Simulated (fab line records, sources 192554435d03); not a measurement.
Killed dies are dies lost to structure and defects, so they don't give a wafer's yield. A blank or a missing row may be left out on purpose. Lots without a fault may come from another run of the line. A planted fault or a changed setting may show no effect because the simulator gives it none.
Which tool did it? | flow n5_finfet | 24 lots, 72 wafers sampled, at 6 steps of a route of 1938

WHAT THE GAUGES READ, wafer by wafer
N5_BEOL_M8_CD_MEAS_11: target cd 38.5 nm. Usual: cd_nm 38.9 nm, standard deviation 0.63.
lot  | measured     | on        | cd_nm (nm)     | flag
L074 | day 8 22:37  | cd_sem-02 | 38.4 39.9 39.1 |
L075 | day 9 06:06  | cd_sem-03 | 40.0 39.5 39.6 |
L077 | day 9 13:53  | cd_sem-03 | 40.1 39.5 39.5 |
L076 | day 9 19:04  | cd_sem-02 | 39.4 37.8 38.7 |
L078 | day 9 17:20  | cd_sem-03 | 38.9 38.9 39.1 |
L080 | day 10 01:25 | cd_sem-01 | 39.1 39.6 38.6 |
L079 | day 10 09:55 | cd_sem-02 | 39.3 39.0 38.1 |
L081 | day 11 04:34 | cd_sem-02 | 38.9 38.8 39.9 |
L082 | day 11 03:05 | cd_sem-02 | 38.3 37.9 38.9 |
L083 | day 11 09:25 | cd_sem-01 | 38.3 39.5 39.3 |
L084 | day 11 21:16 | cd_sem-02 | 39.4 39.6 38.7 |
L085 | day 11 22:54 | cd_sem-01 | 38.6 39.2 39.1 |
L086 | day 12 00:25 | cd_sem-02 | 37.5 38.7 38.2 |
L087 | day 12 12:20 | cd_sem-02 | 37.9 39.0 39.2 |
L089 | day 12 13:13 | cd_sem-01 | 39.2 38.6 38.6 |
L088 | day 12 20:47 | cd_sem-03 | 38.2 38.8 37.8 |
L090 | day 13 04:41 | cd_sem-01 | 38.8 38.3 38.8 |
L091 | day 13 05:01 | cd_sem-01 | 39.0 39.6 38.1 |
L092 | day 13 22:40 | cd_sem-01 | 38.9 38.2 38.0 |
L093 | day 13 23:04 | cd_sem-01 | 38.6 39.5 39.2 |
L094 | day 14 02:50 | cd_sem-03 | 39.1 39.1 39.0 |
L095 | day 14 20:43 | cd_sem-03 | 37.6 38.1 38.2 |
L096 | day 14 23:22 | cd_sem-01 | 39.1 39.1 39.5 |
L097 | day 14 23:37 | cd_sem-01 | 37.8 39.1 39.7 |

WHICH TOOL RAN EACH LOT (tool, then ch and the chambers of the sampled wafers, then the start)
lot  | N5_BEOL_M6_SURFACE_TREAT_79  | N5_BEOL_M6_SPUTTER_48        | N5_BEOL_M6_CMP_52             | N5_BEOL_M7_PECVD_70             | N5_BEOL_M7_SURFACE_TREAT_79
L074 | pvd_sputter-03, day 8 11:47  | pvd_sputter-03, day 8 12:04  | cmp-01 ch 0,1,2, day 8 13:48  | pecvd-03 ch 1,2, day 8 14:52    | pvd_sputter-02, day 8 19:10
L075 | pvd_sputter-02, day 8 17:22  | pvd_sputter-02, day 8 17:52  | cmp-01 ch 0,1, day 8 18:25    | pecvd-02 ch 1,2, day 8 19:39    | pvd_sputter-03, day 9 01:30
L077 | pvd_sputter-01, day 9 02:01  | pvd_sputter-01, day 9 02:25  | cmp-02 ch 0,1,3, day 9 03:28  | pecvd-02 ch 0,2, day 9 05:40    | pvd_sputter-01, day 9 10:14
L076 | pvd_sputter-03, day 9 06:38  | pvd_sputter-01, day 9 06:52  | cmp-01 ch 0,1, day 9 07:25    | pecvd-02 ch 0,1, day 9 08:47    | pvd_sputter-01, day 9 15:09
L078 | pvd_sputter-03, day 9 07:00  | pvd_sputter-03, day 9 07:11  | cmp-01 ch 1,3, day 9 07:43    | pecvd-02 ch 0,1, day 9 09:07    | pvd_sputter-02, day 9 14:15
L080 | pvd_sputter-01, day 9 15:07  | pvd_sputter-02, day 9 15:17  | cmp-01 ch 0,1,3, day 9 15:55  | pecvd-02 ch 1,2, day 9 16:59    | pvd_sputter-03, day 9 22:22
L079 | pvd_sputter-02, day 9 21:51  | pvd_sputter-01, day 9 22:07  | cmp-02 ch 0,2,3, day 9 22:37  | pecvd-04 ch 0,2, day 10 01:23   | pvd_sputter-01, day 10 05:45
L081 | pvd_sputter-01, day 10 15:05 | pvd_sputter-01, day 10 15:20 | cmp-02 ch 0,1,2, day 10 17:01 | pecvd-03 ch 1,2, day 10 18:07   | pvd_sputter-01, day 10 23:39
L082 | pvd_sputter-01, day 10 15:10 | pvd_sputter-01, day 10 15:52 | cmp-02 ch 0,1,3, day 10 17:14 | pecvd-03 ch 1,2, day 10 18:32   | pvd_sputter-02, day 10 23:30
L083 | pvd_sputter-03, day 10 22:04 | pvd_sputter-03, day 10 22:15 | cmp-02 ch 0,2,3, day 10 22:53 | pecvd-04 ch 0,2, day 10 23:57   | pvd_sputter-02, day 11 04:59
L084 | pvd_sputter-03, day 11 08:41 | pvd_sputter-02, day 11 08:53 | cmp-03 ch 0,2,3, day 11 09:49 | pecvd-03 ch 0,1,2, day 11 11:09 | pvd_sputter-01, day 11 17:37
L085 | pvd_sputter-01, day 11 08:57 | pvd_sputter-03, day 11 09:21 | cmp-03 ch 0,3, day 11 10:37   | pecvd-02 ch 0,1,2, day 11 12:13 | pvd_sputter-02, day 11 18:23
L086 | pvd_sputter-02, day 11 15:54 | pvd_sputter-02, day 11 16:10 | cmp-02 ch 0,2,3, day 11 17:20 | pecvd-04 ch 0,1, day 11 18:21   | pvd_sputter-03, day 11 21:56
L087 | pvd_sputter-01, day 11 22:24 | pvd_sputter-03, day 11 22:40 | cmp-01 ch 0,2,3, day 11 23:19 | pecvd-04 ch 0,1, day 12 00:29   | pvd_sputter-02, day 12 06:31
L089 | pvd_sputter-03, day 12 01:43 | pvd_sputter-03, day 12 02:00 | cmp-03 ch 0,1,2, day 12 02:35 | pecvd-03 ch 1,2, day 12 04:05   | pvd_sputter-01, day 12 09:58
L088 | pvd_sputter-03, day 12 09:43 | pvd_sputter-03, day 12 10:12 | cmp-03 ch 0,2,3, day 12 10:50 | pecvd-04 ch 0,1,2, day 12 12:10 | pvd_sputter-03, day 12 17:47
L090 | pvd_sputter-02, day 12 16:37 | pvd_sputter-02, day 12 17:15 | cmp-02 ch 0,1, day 12 17:55   | pecvd-04 ch 1,2, day 12 18:59   | pvd_sputter-02, day 13 00:13
L091 | pvd_sputter-03, day 12 17:55 | pvd_sputter-01, day 12 18:07 | cmp-03 ch 0,1,3, day 12 18:52 | pecvd-03 ch 0,1,2, day 12 19:52 | pvd_sputter-02, day 13 00:58
L092 | pvd_sputter-02, day 13 10:57 | pvd_sputter-03, day 13 11:10 | cmp-01 ch 0,1,3, day 13 11:44 | pecvd-04 ch 0,1, day 13 12:50   | pvd_sputter-01, day 13 18:32
L093 | pvd_sputter-01, day 13 11:56 | pvd_sputter-03, day 13 13:49 | cmp-03 ch 1,2, day 13 14:22   | pecvd-02 ch 0,2, day 13 15:28   | pvd_sputter-01, day 13 19:29
L094 | pvd_sputter-02, day 13 15:33 | pvd_sputter-03, day 13 15:53 | cmp-01 ch 0,1, day 13 16:25   | pecvd-02 ch 0,1, day 13 17:32   | pvd_sputter-03, day 13 23:12
L095 | pvd_sputter-03, day 14 10:13 | pvd_sputter-01, day 14 10:49 | cmp-03 ch 0,1, day 14 11:54   | pecvd-04 ch 0,1,2, day 14 12:59 | pvd_sputter-02, day 14 17:53
L096 | pvd_sputter-01, day 14 10:53 | pvd_sputter-01, day 14 11:43 | cmp-01 ch 1,2,3, day 14 12:20 | pecvd-03 ch 0,1,2, day 14 13:19 | pvd_sputter-01, day 14 19:04
L097 | pvd_sputter-01, day 14 12:53 | pvd_sputter-03, day 14 13:09 | cmp-02 ch 0,1,2, day 14 13:49 | pecvd-03 ch 0,2, day 14 14:56   | pvd_sputter-02, day 14 19:55
- N5_BEOL_M6_SURFACE_TREAT_79
- N5_BEOL_M6_SPUTTER_48: material Cu, target thk 10 nm, time 1.667 s.
- N5_BEOL_M6_CMP_52: polishes, stops on SiCOH lowk, t overpolish 6.9 s, target thk 80 nm.
- N5_BEOL_M7_PECVD_70: deposits SiO2 from TEOS/O2, target thk 20 nm, time 22.7 s.
- N5_BEOL_M7_SURFACE_TREAT_79

WHAT THE TOOLS THEMSELVES READ (means of the sampled wafers that have a number; where no wafer has one, the mark that the record gives instead)
N5_BEOL_M6_SPUTTER_48. Usual: throttle_valve_pct 30.0 %, standard deviation 0.95.
lot  | tool           | throttle_valve_pct (%) | flag
L074 | pvd_sputter-03 | 29.8                   |
L075 | pvd_sputter-02 | 30.7                   |
L077 | pvd_sputter-01 | 29.8                   |
L076 | pvd_sputter-01 | 29.7                   |
L078 | pvd_sputter-03 | 29.5                   |
L080 | pvd_sputter-02 | 30.3                   |
L079 | pvd_sputter-01 | 29.2                   |
L081 | pvd_sputter-01 | 29.7                   |
L082 | pvd_sputter-01 | 30.5                   |
L083 | pvd_sputter-03 | 29.5                   |
L084 | pvd_sputter-02 | 30.7                   |
L085 | pvd_sputter-03 | 29.8                   |
L086 | pvd_sputter-02 | 31.0                   |
L087 | pvd_sputter-03 | 29.9                   |
L089 | pvd_sputter-03 | 29.1                   |
L088 | pvd_sputter-03 | 30.1                   |
L090 | pvd_sputter-02 | 30.2                   |
L091 | pvd_sputter-01 | 29.7                   |
L092 | pvd_sputter-03 | 30.3                   |
L093 | pvd_sputter-03 | 29.6                   |
L094 | pvd_sputter-03 | 29.5                   |
L095 | pvd_sputter-01 | 29.8                   |
L096 | pvd_sputter-01 | 30.8                   |
L097 | pvd_sputter-03 | 29.9                   |

N5_BEOL_M6_CMP_52. Usual: barrier_field_endpoint_s 29.3 s, standard deviation 1; motor_current_A 6.2 A, standard deviation 0.58; overpolish_run_s 6.901 s, standard deviation 0.009; pad_life_wafers 1054, standard deviation 630; time_to_endpoint_s 64 s, standard deviation 4.6.
lot  | tool   | barrier_field_endpoint_s (s) | motor_current_A (A) | overpolish_run_s (s) | pad_life_wafers | time_to_endpoint_s (s) | flag
L074 | cmp-01 | 30.2                         | 6.2                 | 6.892                | 1100            | 68                     |
L075 | cmp-01 | 29.1                         | 6.4                 | 6.901                | 1136            | 61                     |
L077 | cmp-02 | 28.9                         | 6.4                 | 6.897                | 1465            | 62                     |
L076 | cmp-01 | 30.1                         | 6.8                 | 6.903                | 1237            | 70                     |
L078 | cmp-01 | 30.0                         | 6.7                 | 6.907                | 1243            | 69                     |
L080 | cmp-01 | 29.3                         | 6.4                 | 6.908                | 1340            | 64                     |
L079 | cmp-02 | 28.7                         | 6.1                 | 6.899                | 1646            | 61                     |
L081 | cmp-02 | 29.0                         | 6.3                 | 6.898                | 1765            | 63                     |
L082 | cmp-02 | 28.9                         | 6.3                 | 6.905                | 1772            | 62                     |
L083 | cmp-02 | 28.6                         | 6.1                 | 6.896                | 1809            | 62                     |
L084 | cmp-03 | 29.0                         | 5.8                 | 6.901                | 386             | 61                     |
L085 | cmp-03 | 29.2                         | 6.0                 | 6.896                | 398             | 63                     |
L086 | cmp-02 | 29.1                         | 6.1                 | 6.899                | 1952            | 63                     |
L087 | cmp-01 | 29.5                         | 5.8                 | 6.899                | 1760            | 63                     |
L089 | cmp-03 | 29.6                         | 6.1                 | 6.914                | 530             | 63                     |
L088 | cmp-03 | 30.2                         | 5.6                 | 6.896                | 602             | 63                     |
L090 | cmp-02 | 29.7                         | 6.2                 | 6.905                | 7               | 67                     |
L091 | cmp-03 | 29.3                         | 6.5                 | 6.897                | 669             | 65                     |
L092 | cmp-01 | 29.1                         | 6.3                 | 6.902                | 2072            | 62                     |
L093 | cmp-03 | 28.3                         | 6.6                 | 6.898                | 846             | 58                     |
L094 | cmp-01 | 28.9                         | 6.7                 | 6.905                | 2               | 67                     |
L095 | cmp-03 | 28.8                         | 6.7                 | 6.905                | 1022            | 64                     |
L096 | cmp-01 | 30.6                         | 6.2                 | 6.904                | 141             | 70                     |
L097 | cmp-02 | 29.0                         | 6.3                 | 6.899                | 398             | 65                     |

N5_BEOL_M7_PECVD_70. Usual: heater_power_w 705 W, standard deviation 120; showerhead_plenum_p_Torr 8.77 Torr, standard deviation 0.042; throttle_valve_pct 22.8 %, standard deviation 1.6.
lot  | tool     | heater_power_w (W) | showerhead_plenum_p_Torr (Torr) | throttle_valve_pct (%) | flag
L074 | pecvd-03 | 639                | 8.79                            | 22.4                   |
L075 | pecvd-02 | 779                | 8.77                            | 23.0                   |
L077 | pecvd-02 | 710                | 8.80                            | 24.7                   |
L076 | pecvd-02 | 758                | 8.78                            | 24.8                   |
L078 | pecvd-02 | 742                | 8.77                            | 24.8                   |
L080 | pecvd-02 | 782                | 8.76                            | 23.0                   |
L079 | pecvd-04 | 791                | 8.80                            | 21.0                   |
L081 | pecvd-03 | 574                | 8.75                            | 23.8                   |
L082 | pecvd-03 | 604                | 8.76                            | 23.5                   |
L083 | pecvd-04 | 696                | 8.81                            | 21.0                   |
L084 | pecvd-03 | 656                | 8.77                            | 22.9                   |
L085 | pecvd-02 | 794                | 8.77                            | 24.0                   |
L086 | pecvd-04 | 685                | 8.72                            | 22.2                   |
L087 | pecvd-04 | 712                | 8.74                            | 21.6                   |
L089 | pecvd-03 | 624                | 8.74                            | 23.8                   |
L088 | pecvd-04 | 696                | 8.77                            | 21.6                   |
L090 | pecvd-04 | 594                | 8.74                            | 22.3                   |
L091 | pecvd-03 | 630                | 8.77                            | 23.0                   |
L092 | pecvd-04 | 644                | 8.72                            | 22.1                   |
L093 | pecvd-02 | 787                | 8.78                            | 24.8                   |
L094 | pecvd-02 | 742                | 8.80                            | 24.7                   |
L095 | pecvd-04 | 688                | 8.78                            | 21.7                   |
L096 | pecvd-03 | 616                | 8.77                            | 23.0                   |
L097 | pecvd-03 | 635                | 8.80                            | 22.0                   |

THE ANSWER, worked out from the rows above alone
Rule: a lot is off if the mean of its wafers that have a number lies more than 3 standard deviations from the usual mean. A lot without any number at a reading at which 4 lots or more have one is off too. The other lots that the step has rows for count as sound. The gauges are gone through in route order, then the tools' own readings, and for those a lot's mean is taken as printed above. The first step at which some lot is off is used, and at that step the reading that is off furthest; a lot without a number counts as furthest.
No lot is off at any reading shown: from this, nothing can be told.

WHAT THE SIMULATOR HAD PUT IN
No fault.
